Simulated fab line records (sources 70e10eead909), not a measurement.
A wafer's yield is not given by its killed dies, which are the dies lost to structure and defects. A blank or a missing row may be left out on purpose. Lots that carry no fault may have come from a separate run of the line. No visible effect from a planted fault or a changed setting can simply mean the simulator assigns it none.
The tool behind it: which one? / flow nand harc / 6 lots, 18 wafers sampled, at 3 steps of a route of 1302

## WHAT THE GAUGES READ, wafer by wafer
NHARC_END_SORT_01.
lot=L260; measured=day 27 14:08; on=prober-01; killed dies=80 66 134
lot=L278; measured=day 32 00:50; on=prober-02; killed dies=83 69 60
lot=L279; measured=day 33 22:14; on=prober-02; killed dies=62 69 66

## WHAT TOOL EACH LOT RAN ON (gives the tool, then ch and the chambers of the sampled wafers, and finally the start)
lot=L262; NHARC_A_CONTACT_ETCH_77=rie diel-12 ch 1,2,3, day 22 16:22; NHARC_THIN_TSV_DEGAS_49=pvd sputter-02, day 24 13:22
lot=L260; NHARC_A_CONTACT_ETCH_77=rie diel-13 ch 0,1,3, day 25 00:18; NHARC_THIN_TSV_DEGAS_49=pvd sputter-01, day 27 00:01
lot=L275; NHARC_A_CONTACT_ETCH_77=rie diel-13 ch 0,1,2, day 28 00:25; NHARC_THIN_TSV_DEGAS_49=pvd sputter-01, day 29 21:55
lot=L277; NHARC_A_CONTACT_ETCH_77=rie diel-12 ch 0,1,2, day 28 13:07; NHARC_THIN_TSV_DEGAS_49=pvd sputter-02, day 30 09:14
lot=L278; NHARC_A_CONTACT_ETCH_77=rie diel-13 ch 0,1,3, day 29 13:56; NHARC_THIN_TSV_DEGAS_49=pvd sputter-03, day 31 11:11
lot=L279; NHARC_A_CONTACT_ETCH_77=rie diel-12 ch 0,2,3, day 31 05:14; NHARC_THIN_TSV_DEGAS_49=pvd sputter-02, day 33 01:51
- NHARC_A_CONTACT_ETCH_77: etches the open film in CF4/CHF3, target depth 108.9 nm, time 54.5 s.
- NHARC_THIN_TSV_DEGAS_49: time 120 s.

## THE ANSWER, worked out from the rows above alone
Rule: what is usual is taken from the lots themselves. The widest of any qualifying gaps counts: lots, ordered by their means at a reading, are off when they make up no more than a third of the lots, leave a main group of 4 or more, and stand apart from it by 3 or more times the standard deviation of that group's means. The tables above print the reading to a certain number of digits; a main group whose means all agree to those digits is not used. Also off: a lot with no number at a reading for which 4 or more lots have one. Any other lot the step has rows for is counted as sound.
No lot is off on any of the readings shown, so nothing can be concluded from this.

## WHAT THE SIMULATOR HAD INSERTED
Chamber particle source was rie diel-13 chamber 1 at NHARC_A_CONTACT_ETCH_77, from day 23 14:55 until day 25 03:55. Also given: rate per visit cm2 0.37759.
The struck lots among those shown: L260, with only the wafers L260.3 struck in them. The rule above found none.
